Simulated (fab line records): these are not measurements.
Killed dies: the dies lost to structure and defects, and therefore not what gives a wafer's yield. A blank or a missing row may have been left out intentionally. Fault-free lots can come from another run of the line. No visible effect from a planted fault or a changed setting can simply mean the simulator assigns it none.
Which tool is to blame? | flow nandHarc | 14 lots, 41 wafers sampled, at 3 steps of a route of 1159

WHAT THE GAUGES READ, wafer by wafer
NHARC_A_ONON_D1_THK_MEAS_11: measures by ellipsometry. Usual: thkNm at 1001 nm, with a standard deviation of 8.8.
lot  | measured     | on           | thkNm (nm)     | flag
L178 | day 7 14:58  | filmMetro-02 | 1018 1017 1018 | 
L181 | day 8 11:07  | filmMetro-02 | 991 993 992    | 
L180 | day 8 11:01  | filmMetro-01 | 1005 1004 1003 | 
L182 | day 8 11:19  | filmMetro-02 | 998 996 997    | 
L185 | day 9 01:48  | filmMetro-01 | 998 997 998    | 
L184 | day 9 01:47  | filmMetro-01 | 1005 1007 1003 | 
L186 | day 9 17:22  | filmMetro-01 | 993 994 994    | 
L187 | day 10 00:42 | filmMetro-02 | 1010 1007 1008 | 
L188 | day 10 00:40 | filmMetro-01 | 1009 1010 1010 | 
L189 | day 10 12:40 | filmMetro-01 | 996 994 996    | 
L191 | day 10 19:08 | filmMetro-02 | 995 994 994    | 
L194 | day 11 07:25 | filmMetro-02 | 897 993        | OFF
L197 | day 12 05:11 | filmMetro-01 | 897 895 991    | OFF
L199 | day 12 19:29 | filmMetro-01 | 1011 1012 1011 | 

EACH LOT AND THE TOOL THAT RAN IT (in order: tool; ch and the chambers of the sampled wafers; start)
lot  | NHARC_P_BONDPAD_ACTIVATE_29       | NHARC_A_ONON_D1_DEP_09
L178 | rieDiel-08 ch 0,1,3, day 6 14:20  | pecvdOnon-04 ch 0, day 7 14:37
L181 | rieDiel-08 ch 1,2,3, day 7 11:32  | pecvdOnon-03 ch 0, day 8 10:36
L180 | rieDiel-08 ch 1,2, day 7 12:19    | pecvdOnon-02 ch 0, day 8 10:37
L182 | rieDiel-08 ch 1,2,3, day 7 13:22  | pecvdOnon-04 ch 0, day 8 10:59
L185 | rieDiel-08 ch 1,2,3, day 7 20:21  | pecvdOnon-02 ch 0, day 9 01:17
L184 | rieDiel-08 ch 0,1, day 8 00:37    | pecvdOnon-03 ch 0, day 9 01:23
L186 | rieDiel-08 ch 1,2, day 8 13:55    | pecvdOnon-03 ch 0, day 9 17:01
L187 | rieDiel-08 ch 0,2,3, day 8 20:48  | pecvdOnon-03 ch 0, day 10 00:20
L188 | rieDiel-10 ch 0,1,3, day 8 21:51  | pecvdOnon-02 ch 0, day 10 00:08
L189 | rieDiel-08 ch 2,3, day 9 04:58    | pecvdOnon-04 ch 0, day 10 12:13
L191 | rieDiel-08 ch 2,3, day 9 20:28    | pecvdOnon-04 ch 0, day 10 18:38
L194 | rieDiel-08 ch 0,2, day 10 06:23   | pecvdOnon-03 ch 0, day 11 06:54
L197 | rieDiel-08 ch 0,1,3, day 11 03:51 | pecvdOnon-03 ch 0, day 12 04:40
L199 | rieDiel-08 ch 0,1,3, day 11 19:54 | pecvdOnon-02 ch 0, day 12 19:05
- NHARC_P_BONDPAD_ACTIVATE_29: chemistry N2, time 60 s.
- NHARC_A_ONON_D1_DEP_09: target thk 1000 nm.

AS READ BY THE TOOLS THEMSELVES (means over the sampled wafers that have a number; for cases with no such wafer, the mark the record gives instead)
NHARC_P_BONDPAD_ACTIVATE_29. Usual: drypumpMotorCurrentA 5.8 A, standard deviation 0.48; oesProductAu 0.997 a.u., standard deviation 0.01; rfVppV 64.4 V, standard deviation 0.86; showerheadPlenumPTorr 1.82 Torr, standard deviation 0.056.
lot  | tool       | drypumpMotorCurrentA (A) | oesProductAu (a.u.) | rfVppV (V) | showerheadPlenumPTorr (Torr) | flag
L178 | rieDiel-08 | 6.1                      | 0.989               | 64.4       | 1.81                         | 
L181 | rieDiel-08 | 5.7                      | 1.001               | 64.1       | 1.83                         | 
L180 | rieDiel-08 | 5.9                      | 1.010               | 64.7       | 1.80                         | 
L182 | rieDiel-08 | 5.7                      | 0.995               | 64.4       | 1.83                         | 
L185 | rieDiel-08 | 5.7                      | 1.005               | 63.4       | 1.83                         | 
L184 | rieDiel-08 | 6.2                      | 0.995               | 64.3       | 1.78                         | 
L186 | rieDiel-08 | 5.4                      | 1.003               | 65.1       | 1.83                         | 
L187 | rieDiel-08 | 5.6                      | 0.999               | 64.6       | 1.83                         | 
L188 | rieDiel-10 | 5.9                      | 1.004               | 65.3       | 1.81                         | 
L189 | rieDiel-08 | 5.3                      | 0.998               | 65.0       | 1.86                         | 
L191 | rieDiel-08 | 5.5                      | 0.995               | 64.0       | 1.86                         | 
L194 | rieDiel-08 | 5.5                      | 1.007               | 64.4       | 1.81                         | 
L197 | rieDiel-08 | 6.1                      | 0.994               | 64.0       | 1.80                         | 
L199 | rieDiel-08 | 6.1                      | 0.992               | 64.3       | 1.80                         | 

THE ANSWER, worked out from the rows above alone
Rule: a lot is off if the mean of its wafers that have a number lies more than 3 standard deviations from the usual mean. Also off: a lot with no number at a reading for which 4 or more lots have one. Where the step has rows for the other lots, those lots are counted as sound. Order of review: gauges by route order, followed by the tools' own readings, for which a lot's mean as printed above is used. At the first step where some lot is off, the reading lying furthest off is the one used; lots without a number count as furthest.
Off at NHARC_A_ONON_D1_THK_MEAS_11 (thkNm): L194, L197.
If a tool, at a process step before that reading, ran all the lots that are off and no sound lot after the first of them, it fits. Those tools and the gauges at NHARC_A_ONON_D1_THK_MEAS_11 are tried in the same way. One fits: NHARC_A_ONON_D1_DEP_09 on pecvdOnon-03. A fault onset in the window from L187 (day 10 00:20, its last sound lot) to L194 (day 11 06:54, its first lot off) fits.

WHAT THE SIMULATOR PUT IN
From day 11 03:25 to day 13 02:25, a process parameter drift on pecvdOnon-03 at NHARC_A_ONON_D1_DEP_09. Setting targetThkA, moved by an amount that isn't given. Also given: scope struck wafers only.
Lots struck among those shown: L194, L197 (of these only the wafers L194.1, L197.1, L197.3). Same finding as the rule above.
